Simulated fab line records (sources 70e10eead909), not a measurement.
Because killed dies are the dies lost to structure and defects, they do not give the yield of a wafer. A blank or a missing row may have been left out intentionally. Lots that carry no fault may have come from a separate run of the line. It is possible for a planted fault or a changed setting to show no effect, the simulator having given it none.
Which tool did it? || flow nand_harc || Sampling: 13 lots, 37 wafers, 4 of 1302 route steps

WHAT THE GAUGES SHOWED, per wafer
NHARC_A_SOURCE_PLATE_THK_MEAS_06: measures by ellipsometry.
{"lot": "L909", "measured": "day 7 21:14", "on": "film_metro-01", "thk_nm (nm)": "202.7 200.2 197.0"}
{"lot": "L910", "measured": "day 8 00:50", "on": "film_metro-02", "thk_nm (nm)": "199.5 201.5 201.0"}
{"lot": "L911", "measured": "day 8 16:26", "on": "film_metro-02", "thk_nm (nm)": "205.0 204.9 200.7"}
{"lot": "L913", "measured": "day 9 11:47", "on": "film_metro-02", "thk_nm (nm)": "196.5 197.4 199.7"}
{"lot": "L921", "measured": "day 12 13:38", "on": "film_metro-02", "thk_nm (nm)": "202.4 200.7 198.8"}
{"lot": "L923", "measured": "day 13 16:02", "on": "film_metro-02", "thk_nm (nm)": 200.2}
{"lot": "L925", "measured": "day 14 14:32", "on": "film_metro-02", "thk_nm (nm)": "202.2 201.0 201.3"}
{"lot": "L927", "measured": "day 15 02:10", "on": "film_metro-02", "thk_nm (nm)": "199.3 200.6 201.3"}
{"lot": "L926", "measured": "day 15 02:10", "on": "film_metro-01", "thk_nm (nm)": "199.2 199.2 199.2"}
{"lot": "L929", "measured": "day 16 01:26", "on": "film_metro-02", "thk_nm (nm)": "198.4 196.5 197.6"}
{"lot": "L930", "measured": "day 16 09:20", "on": "film_metro-02", "thk_nm (nm)": "202.9 200.8 201.3"}
{"lot": "L931", "measured": "day 17 01:35", "on": "film_metro-01", "thk_nm (nm)": "198.3 197.9 197.6"}
{"lot": "L932", "measured": "day 17 16:47", "on": "film_metro-02", "thk_nm (nm)": "197.1 197.4 199.0"}

NHARC_A_ONON_D1_THK_MEAS_34: measures by ellipsometry.
{"lot": "L909", "measured": "day 8 11:10", "on": "film_metro-01", "thk_nm (nm)": "200 200 205"}
{"lot": "L910", "measured": "day 8 11:10", "on": "film_metro-02", "thk_nm (nm)": "203 199 205"}
{"lot": "L911", "measured": "day 9 06:08", "on": "film_metro-01", "thk_nm (nm)": "197 202 201"}
{"lot": "L913", "measured": "day 10 01:11", "on": "film_metro-01", "thk_nm (nm)": "198 200 201"}
{"lot": "L921", "measured": "day 13 03:05", "on": "film_metro-02", "thk_nm (nm)": "200 263 266 199 262 266"}
{"lot": "L923", "measured": "day 14 07:44", "on": "film_metro-02", "thk_nm (nm)": "257 256"}
{"lot": "L925", "measured": "day 15 06:51", "on": "film_metro-02", "thk_nm (nm)": "203 201 205"}
{"lot": "L927", "measured": "day 15 17:02", "on": "film_metro-02", "thk_nm (nm)": "202 196 199"}
{"lot": "L926", "measured": "day 15 17:01", "on": "film_metro-02", "thk_nm (nm)": "198 201 200"}
{"lot": "L929", "measured": "day 16 14:38", "on": "film_metro-01", "thk_nm (nm)": "200 204 204"}
{"lot": "L930", "measured": "day 16 22:48", "on": "film_metro-01", "thk_nm (nm)": "196 202 200"}
{"lot": "L931", "measured": "day 17 15:17", "on": "film_metro-01", "thk_nm (nm)": "204 201 200"}
{"lot": "L932", "measured": "day 18 06:35", "on": "film_metro-01", "thk_nm (nm)": "194 200 205"}

NHARC_A_CHANNEL_HOLE_D1_CD_MEAS_10: target cd 100 nm.
{"lot": "L909", "measured": "day 8 16:30", "on": "cd_sem-02", "cd_nm (nm)": "100.3 99.6 100.3"}
{"lot": "L910", "measured": "day 8 15:55", "on": "cd_sem-03", "cd_nm (nm)": "99.2 99.5 98.9"}
{"lot": "L911", "measured": "day 9 10:36", "on": "cd_sem-02", "cd_nm (nm)": "99.4 99.6 100.0"}
{"lot": "L913", "measured": "day 10 05:17", "on": "cd_sem-02", "cd_nm (nm)": "100.6 100.4 100.5"}
{"lot": "L921", "measured": "day 13 13:37", "on": "cd_sem-01", "cd_nm (nm)": "100.0 99.7 100.1"}
{"lot": "L923", "measured": "day 14 21:29", "on": "cd_sem-03", "cd_nm (nm)": 99.5}
{"lot": "L925", "measured": "day 15 12:38", "on": "cd_sem-02", "cd_nm (nm)": "99.4 99.8 100.8"}
{"lot": "L927", "measured": "day 15 22:41", "on": "cd_sem-01", "cd_nm (nm)": "100.0 100.7 100.7"}
{"lot": "L926", "measured": "day 15 21:58", "on": "cd_sem-02", "cd_nm (nm)": "100.1 99.9 100.6"}
{"lot": "L929", "measured": "day 17 01:10", "on": "cd_sem-02", "cd_nm (nm)": "99.0 98.6 99.2"}
{"lot": "L930", "measured": "day 17 09:13", "on": "cd_sem-02", "cd_nm (nm)": "100.5 100.9 100.3"}
{"lot": "L931", "measured": "day 17 22:16", "on": "cd_sem-02", "cd_nm (nm)": "100.3 100.3 100.0"}
{"lot": "L932", "measured": "day 18 10:44", "on": "cd_sem-02", "cd_nm (nm)": "101.0 100.9 100.4"}

WHICH TOOL RAN EACH LOT (tool, then ch and the chambers of the sampled wafers, then the start)
{"lot": "L909", "NHARC_A_ONON_D1_DEP_33": "pecvd-03 ch 0,2, day 8 10:45"}
{"lot": "L910", "NHARC_A_ONON_D1_DEP_33": "pecvd-04 ch 0,1,2, day 8 10:44"}
{"lot": "L911", "NHARC_A_ONON_D1_DEP_33": "pecvd-01 ch 0,1, day 9 05:43"}
{"lot": "L913", "NHARC_A_ONON_D1_DEP_33": "pecvd-03 ch 1,2, day 10 00:47"}
{"lot": "L921", "NHARC_A_ONON_D1_DEP_33": "pecvd-03 ch 1,2, day 13 02:40"}
{"lot": "L923", "NHARC_A_ONON_D1_DEP_33": "pecvd-03 ch 2, day 14 07:22"}
{"lot": "L925", "NHARC_A_ONON_D1_DEP_33": "pecvd-01 ch 0,2, day 15 06:26"}
{"lot": "L927", "NHARC_A_ONON_D1_DEP_33": "pecvd-01 ch 0,1, day 15 16:38"}
{"lot": "L926", "NHARC_A_ONON_D1_DEP_33": "pecvd-04 ch 1,2, day 15 16:42"}
{"lot": "L929", "NHARC_A_ONON_D1_DEP_33": "pecvd-01 ch 0,2, day 16 14:13"}
{"lot": "L930", "NHARC_A_ONON_D1_DEP_33": "pecvd-03 ch 1,2, day 16 22:23"}
{"lot": "L931", "NHARC_A_ONON_D1_DEP_33": "pecvd-01 ch 0,2, day 17 14:55"}
{"lot": "L932", "NHARC_A_ONON_D1_DEP_33": "pecvd-01 ch 0,1,2, day 18 06:16"}
- NHARC_A_ONON_D1_DEP_33: deposits SiO2, target thk 200 nm.

AS READ BY THE TOOLS THEMSELVES (means over the sampled wafers that have a number; for cases with no such wafer, the mark the record gives instead)
NHARC_A_ONON_D1_DEP_33.
{"lot": "L909", "tool": "pecvd-03", "heater_power_w (W)": 498, "throttle_valve_pct (%)": 15.2}
{"lot": "L910", "tool": "pecvd-04", "heater_power_w (W)": 680, "throttle_valve_pct (%)": 15.8}
{"lot": "L911", "tool": "pecvd-01", "heater_power_w (W)": 647, "throttle_valve_pct (%)": 15.7}
{"lot": "L913", "tool": "pecvd-03", "heater_power_w (W)": 550, "throttle_valve_pct (%)": 15.4}
{"lot": "L921", "tool": "pecvd-03", "heater_power_w (W)": 566, "throttle_valve_pct (%)": 15.4}
{"lot": "L923", "tool": "pecvd-03", "heater_power_w (W)": 520, "throttle_valve_pct (%)": 14.9}
{"lot": "L925", "tool": "pecvd-01", "heater_power_w (W)": 588, "throttle_valve_pct (%)": 15.7}
{"lot": "L927", "tool": "pecvd-01", "heater_power_w (W)": 619, "throttle_valve_pct (%)": 15.6}
{"lot": "L926", "tool": "pecvd-04", "heater_power_w (W)": 646, "throttle_valve_pct (%)": 16.1}
{"lot": "L929", "tool": "pecvd-01", "heater_power_w (W)": 594, "throttle_valve_pct (%)": 15.4}
{"lot": "L930", "tool": "pecvd-03", "heater_power_w (W)": 611, "throttle_valve_pct (%)": 15.2}
{"lot": "L931", "tool": "pecvd-01", "heater_power_w (W)": 629, "throttle_valve_pct (%)": 15.6}
{"lot": "L932", "tool": "pecvd-01", "heater_power_w (W)": 609, "throttle_valve_pct (%)": 15.6}

THE ANSWER, worked out from the rows above alone
Rule: the lots themselves supply what counts as usual. Put in order of their means at a reading, lots are off if they are a third of the lots or fewer, leave a main group of 4 or more, and stand apart from it by a gap of 3 or more times the standard deviation of the main group's means; of several such gaps the widest counts. If all means in a main group match to the digits the tables above print for the reading, that group is not used. A lot without any number at a reading at which 4 lots or more have one is off too. The other lots that the step has rows for count as sound. First the gauges in route order, then the tools' own readings, where a lot's mean is used as printed above. At the first step where some lot is off, the reading lying furthest off is the one used; lots without a number count as furthest.
Off: L921, L923, at NHARC_A_ONON_D1_THK_MEAS_34 (thk_nm). The main group has a mean of 201 nm with a standard deviation of 1.4.
A tool fits if, at a process step before that reading, it ran every lot that is off, and no sound lot after the first of them. The gauges at NHARC_A_ONON_D1_THK_MEAS_34 are tried like those tools. Not one of the candidates tried fits.

WHAT WAS PUT IN BY THE SIMULATOR
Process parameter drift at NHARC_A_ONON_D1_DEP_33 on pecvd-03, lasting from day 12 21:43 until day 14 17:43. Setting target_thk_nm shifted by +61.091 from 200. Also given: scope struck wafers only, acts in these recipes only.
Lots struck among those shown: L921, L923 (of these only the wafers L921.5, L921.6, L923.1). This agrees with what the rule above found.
